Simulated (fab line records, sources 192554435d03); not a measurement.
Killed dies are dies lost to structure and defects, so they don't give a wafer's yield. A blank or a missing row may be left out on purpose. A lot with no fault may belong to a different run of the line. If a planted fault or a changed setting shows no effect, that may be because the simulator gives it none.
Struck lot and sound lot, side by side :: flow n5 finfet :: 24 steps out of a route of 1938
Sound: the wafers L781.1, L781.2, L781.4. Wafers L788.2, L788.5, L788.6 were the ones struck. At the end, the cause is stated.
Per side, at each step with rows, come the tool, then ch with its chambers, and then its first start. Under that, the readings that differ: sound wafers :: struck wafers :: difference of the means :: sigmas: that difference in standard deviations of wafers without a fault.
alike: same words and numbers on both sides, and readings whose means sit less than 2 such deviations apart. not compared: any withheld reading, any reading some wafer has no value for, any bound like >300 that may hide the same value, and any number with overlapping values for which the record gives no deviation.
Wherever a step has rows on one side only, a row that says differs or no value, or a row with sigmas, the two part there. Numbers that have no deviation but don't overlap get no sigmas and don't part them. Lack of a reading on every wafer of one side parts them only where that side has two or more wafers.

N5_BEOL_M6_THK_MEAS_53: measures by xrf.
  sound: film metro-02 at day 9 01:37; struck: film metro-01 at day 11 08:23
  alike: M6_THK
then, 1 step without rows for these wafers: N5_BEOL_M6_PRE_CLEAN_55 (time 15 s).
N5_BEOL_M6_DEP_56: deposits SiCN from 3MS/NH3, target thk 10 nm, time 17.5 s.
  sound on pecvd-03 ch 0,1,2, day 9 01:40; struck on pecvd-02 ch 0,2, day 11 08:27
  alike: chamber pressure Torr, rf fwd power W, showerhead plenum p Torr, throttle valve pct
N5_BEOL_M6_RS_MEAS_57: uses a four-point probe to measure.
  sound: film metro-01 at day 9 01:44; struck: film metro-01 at day 11 08:32
  alike: M6_RS
N5_BEOL_M6_INSPECT_58: inspects for defects (darkfield).
  sound: defect inspect-02 at day 9 01:46; struck: defect inspect-02 at day 11 08:34
  alike: raw defect count
N5_BEOL_M7_ILD_DEP_00: deposits SiCOH lowk from DEMS/porogen, target thk 179.75 nm, time 33.4 s.
  sound on pecvd-04 ch 0,1, day 9 01:48; struck on pecvd-02 ch 0,2, day 11 08:36
  alike: chamber pressure Torr, heater power w, rf fwd power W, showerhead plenum p Torr, throttle valve pct
N5_BEOL_M7_CURE_74: cures SiCOH lowk, time 240 s.
  sound on uv cure-02 ch 0, day 9 01:53; struck on uv cure-03 ch 2, day 11 08:46
  alike: lamp power pct, wafer_temp_C_max
N5_BEOL_M7_THK_MEAS_01:
  sound: film metro-02 at day 9 02:24; struck: film metro-02 at day 11 09:12
  alike: M7_ILD_THK
then, 1 step without rows for these wafers: N5_BEOL_M7_PECVD_70 (deposits SiO2 from TEOS/O2, target thk 20 nm, time 22.7 s).
N5_BEOL_M7_HM_DEP_02: deposits TiN, target thk 20 nm.
  sound: pvd sputter-03 at day 9 04:20; struck: pvd sputter-03 at day 11 10:06
  alike: throttle valve pct
then, 2 steps without rows for these wafers: N5_BEOL_M7_COAT_59 (time 60 s, resist thk 100 nm); N5_BEOL_M7_COAT_60 (time 60 s, resist thk 35 nm).
N5_BEOL_M7_COAT_05: resist thk 90 nm.
  sound on litho track-02 ch 0, day 9 04:28; struck on litho track-02 ch 0, day 11 10:14
reading: spin speed rpm (rpm)
sound: 1497.8 1498.8 1498.8
struck: 1463.3 1461.8 1463.3
difference: -35.7
sigmas: -39

reading: model.CAR-ArF_of_BEOL_M7_COAT_05.thk nm (nm)
sound: 90 89.8 90
struck: 91.2 91 91.2
difference: +1.2
sigmas: 
then, 5 steps without rows for these wafers: N5_BEOL_M7_EBR_07; N5_BEOL_M7_SOFTBAKE_06 (time 60 s); N5_BEOL_M7_EXPOSE_08 (exposes mask M7); N5_BEOL_M7_PEB_09 (peb time 60 s); N5_BEOL_M7_DEVELOP_10 (develop time 30 s).
N5_BEOL_M7_CD_MEAS_11: target cd 38.5 nm.
  sound on cd sem-01 ch 0, day 9 04:50; struck on cd sem-01 ch 0, day 11 10:28
  alike: cd nm
N5_BEOL_M7_OVL_MEAS_12:
  sound on overlay-02 ch 0, day 9 04:52; struck on overlay-02 ch 0, day 11 10:30
  alike: M7_OVL
N5_BEOL_M7_INSPECT_13: inspects for defects (brightfield).
  sound: defect inspect-01 at day 9 04:53; struck: defect inspect-02 at day 11 10:31
  alike: raw defect count
then, 1 step without rows for these wafers: N5_BEOL_M7_DESCUM_16 (chemistry O2, time 7.9 s).
N5_BEOL_M7_ETCH_61: etches SiARC in CF4, target depth 45.5 nm, time 75.8 s.
  sound on rie diel-04 ch 0,1,3, day 9 04:58; struck on rie diel-05 ch 0,1,2, day 11 10:35
reading: model.CAR-ArF_of_BEOL_M7_COAT_05.thk nm (nm)
sound: 50.6 50.6 50.8
struck: 52 51.8 52
difference: +1
sigmas: 
  alike: drypump motor current A, etch rf on time s, oes product au, rf fwd power W, rf vpp V, showerhead plenum p Torr, throttle valve pct
  not compared: rf hours counter h
N5_BEOL_M7_ETCH_62: etches SOC in N2/H2, target depth 110 nm, overetch 22 nm, time 165 s.
  sound on rie diel-04 ch 0,1,3, day 9 05:01; struck on rie diel-05 ch 0,1,2, day 11 10:39
  alike: drypump motor current A, oes product au, rf fwd power W, rf vpp V, showerhead plenum p Torr, throttle valve pct
  not compared: rf hours counter h

WHERE THEY PART
Within this record, at N5_BEOL_M7_COAT_05 only. Later steps at which nothing parts them and some readings are alike: N5_BEOL_M7_CD_MEAS_11, N5_BEOL_M7_OVL_MEAS_12, N5_BEOL_M7_INSPECT_13, N5_BEOL_M7_ETCH_61, N5_BEOL_M7_ETCH_62.

WHY: what the simulator had put in
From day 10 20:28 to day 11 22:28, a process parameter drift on litho track-02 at N5_BEOL_M7_COAT_05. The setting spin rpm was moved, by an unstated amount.
